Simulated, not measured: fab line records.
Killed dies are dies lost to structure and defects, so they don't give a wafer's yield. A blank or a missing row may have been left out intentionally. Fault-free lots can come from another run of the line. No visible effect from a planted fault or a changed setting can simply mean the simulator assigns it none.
Split-lot study :: flow n5Finfet :: on a route of 1938 steps: 7 lots, 39 wafers read

ABOUT THE SPLIT
At N5_DUMMY_GATE_ETCH_31 (etches SiO2 in C4F6/O2, target depth 82.5 nm, time 27.5 s), the setting targetDepthA was moved away from the recipe's 825 angstrom on 12 of the 39 wafers read, by -12.9% to +10.4%. For the rest of the wafers, this setting stayed at what the recipe calls for.

The split's own step is where the reading is taken.

THE READING
etch.depthNm (the simulator's own value, which no gauge read), in nm, at N5_DUMMY_GATE_ETCH_31 (etches SiO2 in C4F6/O2, target depth 82.5 nm, time 27.5 s). The file gives no usual value for it. Across the 27 wafers here that went through the recipe, the average is 82.47 nm and the standard deviation 1.7 nm.

wafer: L075.1
tool, chamber at the split: rieDiel-04, 1
targetDepthA as run, angstrom: 825
against the recipe: recipe
etch.depthNm, nm: 79.59
against lot-mates on the recipe: -

wafer: L075.2
tool, chamber at the split: rieDiel-04, 2
targetDepthA as run, angstrom: 825
against the recipe: recipe
etch.depthNm, nm: 84.48
against lot-mates on the recipe: -

wafer: L075.3
tool, chamber at the split: rieDiel-04, 0
targetDepthA as run, angstrom: 825
against the recipe: recipe
etch.depthNm, nm: 82.25
against lot-mates on the recipe: -

wafer: L075.4
tool, chamber at the split: rieDiel-04, 2
targetDepthA as run, angstrom: 825
against the recipe: recipe
etch.depthNm, nm: 83.67
against lot-mates on the recipe: -

wafer: L075.5
tool, chamber at the split: rieDiel-04, 1
targetDepthA as run, angstrom: 825
against the recipe: recipe
etch.depthNm, nm: 80.05
against lot-mates on the recipe: -

wafer: L075.6
tool, chamber at the split: rieDiel-04, 0
targetDepthA as run, angstrom: 825
against the recipe: recipe
etch.depthNm, nm: 82.69
against lot-mates on the recipe: -

wafer: L079.1
tool, chamber at the split: rieDiel-05, 0
targetDepthA as run, angstrom: 882.2
against the recipe: +6.9%
etch.depthNm, nm: 88.05
against lot-mates on the recipe: +4.01

wafer: L079.2
tool, chamber at the split: rieDiel-05, 3
targetDepthA as run, angstrom: 825
against the recipe: recipe
etch.depthNm, nm: 82.92
against lot-mates on the recipe: -

wafer: L079.3
tool, chamber at the split: rieDiel-05, 1
targetDepthA as run, angstrom: 825
against the recipe: recipe
etch.depthNm, nm: 84.4
against lot-mates on the recipe: -

wafer: L079.4
tool, chamber at the split: rieDiel-05, 2
targetDepthA as run, angstrom: 882.2
against the recipe: +6.9%
etch.depthNm, nm: 89.36
against lot-mates on the recipe: +5.32

wafer: L079.5
tool, chamber at the split: rieDiel-05, 0
targetDepthA as run, angstrom: 882.2
against the recipe: +6.9%
etch.depthNm, nm: 89.21
against lot-mates on the recipe: +5.17

wafer: L079.6
tool, chamber at the split: rieDiel-05, 1
targetDepthA as run, angstrom: 825
against the recipe: recipe
etch.depthNm, nm: 84.8
against lot-mates on the recipe: -

wafer: L083.1
tool, chamber at the split: rieDiel-04, 1
targetDepthA as run, angstrom: 825
against the recipe: recipe
etch.depthNm, nm: 79.66
against lot-mates on the recipe: -

wafer: L083.2
tool, chamber at the split: rieDiel-04, 2
targetDepthA as run, angstrom: 825
against the recipe: recipe
etch.depthNm, nm: 83.88
against lot-mates on the recipe: -

wafer: L083.3
tool, chamber at the split: rieDiel-04, 0
targetDepthA as run, angstrom: 825
against the recipe: recipe
etch.depthNm, nm: 82.57
against lot-mates on the recipe: -

wafer: L084.1
tool, chamber at the split: rieDiel-02, 0
targetDepthA as run, angstrom: 825
against the recipe: recipe
etch.depthNm, nm: 80.06
against lot-mates on the recipe: -

wafer: L084.2
tool, chamber at the split: rieDiel-02, 2
targetDepthA as run, angstrom: 825
against the recipe: recipe
etch.depthNm, nm: 82.57
against lot-mates on the recipe: -

wafer: L084.3
tool, chamber at the split: rieDiel-02, 1
targetDepthA as run, angstrom: 825
against the recipe: recipe
etch.depthNm, nm: 80.6
against lot-mates on the recipe: -

wafer: L084.4
tool, chamber at the split: rieDiel-02, 3
targetDepthA as run, angstrom: 825
against the recipe: recipe
etch.depthNm, nm: 81.66
against lot-mates on the recipe: -

wafer: L084.5
tool, chamber at the split: rieDiel-02, 3
targetDepthA as run, angstrom: 825
against the recipe: recipe
etch.depthNm, nm: 82.17
against lot-mates on the recipe: -

wafer: L084.6
tool, chamber at the split: rieDiel-02, 0
targetDepthA as run, angstrom: 825
against the recipe: recipe
etch.depthNm, nm: 80.5
against lot-mates on the recipe: -

wafer: L092.1
tool, chamber at the split: rieDiel-05, 1
targetDepthA as run, angstrom: 825
against the recipe: recipe
etch.depthNm, nm: 83.67
against lot-mates on the recipe: -

wafer: L092.2
tool, chamber at the split: rieDiel-05, 0
targetDepthA as run, angstrom: 718.6
against the recipe: -12.9%
etch.depthNm, nm: 71.44
against lot-mates on the recipe: -11.81

wafer: L092.3
tool, chamber at the split: rieDiel-05, 3
targetDepthA as run, angstrom: 718.6
against the recipe: -12.9%
etch.depthNm, nm: 71.84
against lot-mates on the recipe: -11.41

wafer: L092.4
tool, chamber at the split: rieDiel-05, 2
targetDepthA as run, angstrom: 718.6
against the recipe: -12.9%
etch.depthNm, nm: 71.54
against lot-mates on the recipe: -11.71

wafer: L092.5
tool, chamber at the split: rieDiel-05, 1
targetDepthA as run, angstrom: 825
against the recipe: recipe
etch.depthNm, nm: 84.36
against lot-mates on the recipe: -

wafer: L092.6
tool, chamber at the split: rieDiel-05, 0
targetDepthA as run, angstrom: 825
against the recipe: recipe
etch.depthNm, nm: 81.73
against lot-mates on the recipe: -

wafer: L093.1
tool, chamber at the split: rieDiel-04, 1
targetDepthA as run, angstrom: 853.7
against the recipe: +3.5%
etch.depthNm, nm: 87.23
against lot-mates on the recipe: +2.58

wafer: L093.2
tool, chamber at the split: rieDiel-04, 2
targetDepthA as run, angstrom: 825
against the recipe: recipe
etch.depthNm, nm: 85.2
against lot-mates on the recipe: -

wafer: L093.3
tool, chamber at the split: rieDiel-04, 0
targetDepthA as run, angstrom: 825
against the recipe: recipe
etch.depthNm, nm: 83.4
against lot-mates on the recipe: -

wafer: L093.4
tool, chamber at the split: rieDiel-04, 3
targetDepthA as run, angstrom: 853.7
against the recipe: +3.5%
etch.depthNm, nm: 85.96
against lot-mates on the recipe: +1.31

wafer: L093.5
tool, chamber at the split: rieDiel-04, 1
targetDepthA as run, angstrom: 853.7
against the recipe: +3.5%
etch.depthNm, nm: 87.54
against lot-mates on the recipe: +2.89

wafer: L093.6
tool, chamber at the split: rieDiel-04, 2
targetDepthA as run, angstrom: 825
against the recipe: recipe
etch.depthNm, nm: 85.35
against lot-mates on the recipe: -

wafer: L094.1
tool, chamber at the split: rieDiel-02, 3
targetDepthA as run, angstrom: 825
against the recipe: recipe
etch.depthNm, nm: 81.61
against lot-mates on the recipe: -

wafer: L094.2
tool, chamber at the split: rieDiel-02, 2
targetDepthA as run, angstrom: 910.8
against the recipe: +10.4%
etch.depthNm, nm: 90.26
against lot-mates on the recipe: +8.81

wafer: L094.3
tool, chamber at the split: rieDiel-02, 1
targetDepthA as run, angstrom: 910.8
against the recipe: +10.4%
etch.depthNm, nm: 87.48
against lot-mates on the recipe: +6.03

wafer: L094.4
tool, chamber at the split: rieDiel-02, 2
targetDepthA as run, angstrom: 825
against the recipe: recipe
etch.depthNm, nm: 81.59
against lot-mates on the recipe: -

wafer: L094.5
tool, chamber at the split: rieDiel-02, 3
targetDepthA as run, angstrom: 825
against the recipe: recipe
etch.depthNm, nm: 81.14
against lot-mates on the recipe: -

wafer: L094.6
tool, chamber at the split: rieDiel-02, 1
targetDepthA as run, angstrom: 910.8
against the recipe: +10.4%
etch.depthNm, nm: 87.34
against lot-mates on the recipe: +5.89

FIT RESULTS
A straight line over all 39 wafers: etch.depthNm changes by +0.781 nm for each +1% of targetDepthA; r = +0.92; the points scatter about the line by 1.8 nm.
The same after taking each lot's own level away (the mean of its wafers on the recipe; 39 wafers): +0.794 nm for each +1%; r = +0.96; scatter 1.3 nm.
According to that fit, moving targetDepthA by its largest amount changes the reading by 10 nm.
The span of the lots' own levels, 81.260 to 84.650 nm, comes to 2.0 times the standard deviation stated above.
Hence the lot-to-lot level has little effect on the slope; both slopes agree.
Check: -10.2 nm against its lot-mates is what the line predicts for one of the wafers moved furthest among these (-12.9%) when that wafer is left out of the fit. It came out at -11.8 nm against them.

OTHER SPLITS ON THESE WAFERS
Note: prior to the reading, these wafers also went through further splits. Each is held against what the fit with the lots' levels taken away leaves over:
other split on the same wafers: N5_FIN_CUT_CUT_ETCH_15 timeS
wafers away from the commonest value: 12
r with etch.depthNm (lot level and that fit taken away): +0.15

FILE'S OWN FIT
etch.depthNm changes by +0.787 nm for each +1% of targetDepthA, r = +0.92.
